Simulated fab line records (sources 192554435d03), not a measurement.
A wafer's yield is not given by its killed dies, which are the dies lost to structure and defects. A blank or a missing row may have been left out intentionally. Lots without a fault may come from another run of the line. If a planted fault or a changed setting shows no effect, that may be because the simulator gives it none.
Struck lot and sound lot, side by side -- flow n5-finfet -- 27 steps out of a route of 1938
Sound: the wafers L114.1, L114.4, L114.6. Struck: wafers L120.1, L120.5. (L120.4 of the same lot was not struck and is left out.) The cause comes at the end.
Per side, at each step with rows, come the tool, then ch with its chambers, and then its first start. Under that, the readings that differ: sound wafers -- struck wafers -- difference of the means -- sigmas: that difference in standard deviations of wafers without a fault.
alike: same words and numbers on both sides, and readings whose means sit less than 2 such deviations apart. not compared: any withheld reading, any reading some wafer has no value for, any bound like >300 that may hide the same value, and any number with overlapping values for which the record gives no deviation.
Wherever a step has rows on one side only, a row that says differs or no value, or a row with sigmas, the two part there. Non-overlapping numbers with no deviation appear without sigmas and do not part them. A reading that every wafer of one side lacks parts them only if that side has two wafers or more.

N5_STI_FIN_REVEAL_ALD_14: deposits Si3N4, target thk 3 nm.
  sound on ald-sin-02 ch 1,3, day 2 04:42; struck on ald-sin-03 ch 1, day 3 16:35
reading,sound,struck,difference,sigmas
heater-power-outer-w (W),501 558 561,334 326,-210,-2
heater-power-w (W),865 858 874,587 577,-284,-2
  not compared: since-wet-clean-h
then, 2 steps without rows for these wafers: N5_STI_FIN_REVEAL_FCVD_FILL_01 (material SiO2 flowable, target thk 312 nm, time 512.2 s); N5_STI_FIN_REVEAL_DENSIFY_02 (time 1800 s).
N5_STI_FIN_REVEAL_CMP_04: polishes, stops on Si3N4, t overpolish 4 s, target thk 131.83 nm.
  sound on cmp-01 ch 0,1, day 2 09:47; struck on cmp-01 ch 1,2, day 3 21:38
  alike: edge-zone-pressure-frac, motor-current-A, overpolish-run-s, time-to-endpoint-s
N5_STI_FIN_REVEAL_THK_MEAS_05:
  sound on film-metro-02 at day 2 10:03; struck on film-metro-02 at day 3 21:56
  alike: thk-nm
N5_STI_FIN_REVEAL_DENSIFY_30:
  sound on rtp-anneal-02 ch 0, day 2 10:09; struck on rtp-anneal-02 ch 0, day 3 21:58
  alike: lamp-power-pct
  not compared: wafer_temp_C_max
N5_STI_FIN_REVEAL_ETCHBACK_08: etches SiO2 in C4F6/O2, target depth 30.5 nm, time 10.167 s.
  sound on rie-diel-06 ch 0,1,2, day 2 10:22; struck on rie-diel-06 ch 0,1, day 3 22:10
  alike: C4F6_flow_sccm, drypump-motor-current-A, oes-product-au, rf-fwd-power-W, rf-vpp-V, showerhead-plenum-p-Torr, throttle-valve-pct
  not compared: rf-hours-counter-h
N5_STI_FIN_REVEAL_STRIP_24: strips in N2/H2, time 90 s.
  sound on rie-diel-06 ch 0,1,2, day 2 10:24; struck on rie-diel-06 ch 0,1, day 3 22:12
  alike: drypump-motor-current-A, oes-product-au, rf-vpp-V, showerhead-plenum-p-Torr, throttle-valve-pct
  not compared: rf-hours-counter-h
then, 4 steps without rows for these wafers: N5_STI_FIN_REVEAL_PRECLEAN_25 (cleans in SPM, time 90 s); N5_STI_FIN_REVEAL_PRECLEAN_26 (cleans in SC1, time 45 s); N5_STI_FIN_REVEAL_PRECLEAN_29 (cleans in DHF, time 30 s); N5_STI_FIN_REVEAL_SRD_12 (time 30 s).
N5_STI_FIN_REVEAL_RECESS_09: chemistry HF/NH3, target SiO2, afs cycles 11, target depth 42.5 nm, sublimation time 60 s.
  sound on vapor-etch-01 ch 0,1, day 2 10:37; struck on vapor-etch-01 ch 0,1, day 3 22:26
  alike: drypump-motor-current-A
then, 10 steps without rows for these wafers: N5_STI_FIN_REVEAL_STRIP_16 (strips SiNx in H3PO4, target depth 23.8 nm); N5_STI_FIN_REVEAL_PRECLEAN_17 (cleans in NF3:NH3, afs cycles 1, time 20 s, sublimation time 60 s); N5_STI_FIN_REVEAL_ETCH_34 (etches Si in H2, material Si, target depth 0.97 nm); N5_STI_FIN_REVEAL_OXIDATION_31 (chemistry O2 PLASMA REMOTE, time 20 s); N5_STI_FIN_REVEAL_PRECLEAN_32 (cleans in NF3:NH3, afs cycles 1, time 20 s, sublimation time 60 s); N5_STI_FIN_REVEAL_STRIP_35 (strips Si3N4 in H3PO4, target depth 4 nm, time 39 s); N5_STI_FIN_REVEAL_SRD_21 (time 30 s); N5_STI_FIN_REVEAL_OXIDATION_33 (chemistry O2 PLASMA REMOTE, time 20 s); N5_STI_FIN_REVEAL_CLEAN_19 (cleans in O3/DIW, time 120 s); N5_STI_FIN_REVEAL_SRD_23 (time 30 s).
N5_STI_FIN_REVEAL_CD_MEAS_22: target cd 6.238 nm, pitch 28 nm.
  sound on cd-sem-02 at day 2 13:17; struck on cd-sem-01 at day 4 01:10
  alike: cd-nm
N5_STI_FIN_REVEAL_FIN_H_MEAS_10:
  sound on ocd-02 at day 2 13:19; struck on ocd-02 at day 4 01:11
reading,sound,struck,difference,sigmas
trench-depth-nm (nm),51.0 52.3 52.0,56.8 56.4,+4.8,+8
then, 1 step without rows for these wafers: N5_STI_FIN_REVEAL_PRECLEAN_18 (cleans in SC2, time 45 s).
-- a jump in the record: the struck wafers' starts before and after are 10 days apart (it breaks off in module STI_FIN_REVEAL and resumes in module PASSIVATION, where the first step shown is number 1936 of the route) --
N5_PASSIVATION_PROBE_49:
  rows exist in the record for the struck wafers here (prober-01, day 13 21:04), but not for the sound ones

## WHERE THEY PART
First at N5_STI_FIN_REVEAL_ALD_14; last, within this record, at N5_PASSIVATION_PROBE_49.

WHY: what had been put in by the simulator
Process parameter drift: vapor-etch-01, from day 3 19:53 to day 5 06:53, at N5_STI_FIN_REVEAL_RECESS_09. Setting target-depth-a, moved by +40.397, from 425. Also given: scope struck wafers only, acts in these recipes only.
